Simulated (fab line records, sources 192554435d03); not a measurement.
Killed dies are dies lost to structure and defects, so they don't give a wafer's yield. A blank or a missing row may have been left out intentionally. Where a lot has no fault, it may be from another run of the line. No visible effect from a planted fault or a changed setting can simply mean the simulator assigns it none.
Split-lot study ; flow n5Finfet ; on a route of 1938 steps: 7 lots, 39 wafers read

== ABOUT THE SPLIT ==
At N5_SD_EPI_N_EXPOSE_06 (exposes mask SD N BLK, target cd 120 nm), the setting doseMj was moved away from the recipe's 39.75 on 15 of the 39 wafers read, by -5.1% to +5.0%. For the rest of the wafers, this setting stayed at what the recipe calls for.

== FROM THE SPLIT TO THE READING: what the file shows between them, 2 steps ==
- N5_SD_EPI_N_PEB_07: peb time 60 s
- N5_SD_EPI_N_DEVELOP_08: develop time 30 s

== THE READING ==
At N5_SD_EPI_N_CD_MEAS_09: cdNm in nanometres, against a target cd of 120 nm. Fault-free wafers of this fab line usually give 119.7 nm, standard deviation 0.73 nm.

wafer;tool, chamber at the split;doseMj as run;against the recipe;cdNm, nm;against lot-mates on the recipe
L075.1;arfiScanner-02, 0;41.11;+3.4%;123.4;+3.2
L075.2;arfiScanner-02, 0;39.75;recipe;120.1;-
L075.3;arfiScanner-02, 0;39.75;recipe;120.0;-
L075.4;arfiScanner-02, 0;39.75;recipe;120.4;-
L075.5;arfiScanner-02, 0;41.11;+3.4%;122.5;+2.3
L075.6;arfiScanner-02, 0;41.11;+3.4%;122.0;+1.8
L080.3;arfiScanner-02, 0;39.75;recipe;118.6;-
L080.4;arfiScanner-02, 0;39.75;recipe;118.3;-
L080.6;arfiScanner-02, 0;39.75;recipe;119.2;-
L082.1;arfiScanner-01, 0;39.75;recipe;118.6;-
L082.2;arfiScanner-01, 0;39.75;recipe;119.7;-
L082.3;arfiScanner-01, 0;39.75;recipe;119.3;-
L082.4;arfiScanner-01, 0;39.75;recipe;119.0;-
L082.5;arfiScanner-01, 0;39.75;recipe;119.5;-
L082.6;arfiScanner-01, 0;39.75;recipe;120.1;-
L083.1;arfiScanner-02, 0;39.75;recipe;119.9;-
L083.2;arfiScanner-02, 0;39.75;recipe;119.6;-
L083.3;arfiScanner-02, 0;39.75;recipe;119.6;-
L083.4;arfiScanner-02, 0;40.63;+2.2%;121.9;+2.2
L083.5;arfiScanner-02, 0;40.63;+2.2%;120.9;+1.2
L083.6;arfiScanner-02, 0;40.63;+2.2%;121.0;+1.3
L088.1;arfiScanner-01, 0;38.94;-2.0%;119.3;-1.0
L088.2;arfiScanner-01, 0;39.75;recipe;120.4;-
L088.3;arfiScanner-01, 0;38.94;-2.0%;118.6;-1.7
L088.4;arfiScanner-01, 0;38.94;-2.0%;119.8;-0.5
L088.5;arfiScanner-01, 0;39.75;recipe;120.5;-
L088.6;arfiScanner-01, 0;39.75;recipe;119.9;-
L094.1;arfiScanner-01, 0;41.72;+5.0%;121.2;+2.4
L094.2;arfiScanner-01, 0;39.75;recipe;118.2;-
L094.3;arfiScanner-01, 0;41.72;+5.0%;123.3;+4.5
L094.4;arfiScanner-01, 0;39.75;recipe;119.2;-
L094.5;arfiScanner-01, 0;39.75;recipe;119.1;-
L094.6;arfiScanner-01, 0;41.72;+5.0%;122.4;+3.6
L097.1;arfiScanner-02, 0;37.74;-5.1%;115.2;-3.3
L097.2;arfiScanner-02, 0;37.74;-5.1%;115.8;-2.7
L097.3;arfiScanner-02, 0;37.74;-5.1%;115.9;-2.6
L097.4;arfiScanner-02, 0;39.75;recipe;118.4;-
L097.5;arfiScanner-02, 0;39.75;recipe;118.5;-
L097.6;arfiScanner-02, 0;39.75;recipe;118.5;-

THE FIT
A straight line over all 39 wafers: cdNm changes by +0.685 nm for each +1% of doseMj; r = +0.89; the points scatter about the line by 0.82 nm.
The same after taking each lot's own level away (the mean of its wafers on the recipe; 39 wafers): +0.637 nm for each +1%; r = +0.95; scatter 0.48 nm.
According to that fit, moving doseMj by its largest amount changes the reading by 3.2 nm.
From 118.47 to 120.27 nm: that is the span of the lots' own levels, equal to 2.5 times the standard deviation above.
The two slopes are in agreement: the lot-to-lot level therefore moves the slope only a little.
Check: with one of the wafers moved furthest among these (-5.1%) left out of the fit, the line predicts -3.08 nm for it against its lot-mates. It came out at -3.27 nm against them.

== FURTHER SPLITS ON THESE WAFERS ==
Note: prior to the reading, these wafers also went through further splits. Each is held against what the fit with the lots' levels taken away leaves over:
other split on the same wafers;wafers away from the commonest value;r with cdNm (lot level and that fit taken away)
N5_FIN_SAQP_SPACER1_ALD_24 tempC;12;-0.09
N5_FIN_SAQP_FIN_ETCH_36 biasW;15;+0.03
N5_DUMMY_GATE_ETCH_37 sourceW;9;+0.09

== THE WHOLE CHAIN: every reading that the file lists as answering this split, in the file's order ==
step;what it does;reading;change (the file's fit);r (the file's)
N5_SD_EPI_N_CD_MEAS_09;target cd 120 nm;cdNm;+0.639 nm for each +1% of the setting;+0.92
N5_SD_EPI_N_DESCUM_14;chemistry O2, time 7.9 s;SD_EPI_N.cdNm (the simulator's own value, which no gauge read);+0.63 nm for each +1% of the setting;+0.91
N5_SD_EPI_N_ETCH_34;etches SiARC in CF4, target depth 45.5 nm, time 75.8 s;SD_EPI_N.cdNm (the simulator's own value, which no gauge read);+0.643 nm for each +1% of the setting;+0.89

== THE FILE'S OWN FIT ==
cdNm changes by +0.639 nm for each +1% of doseMj, r = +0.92.
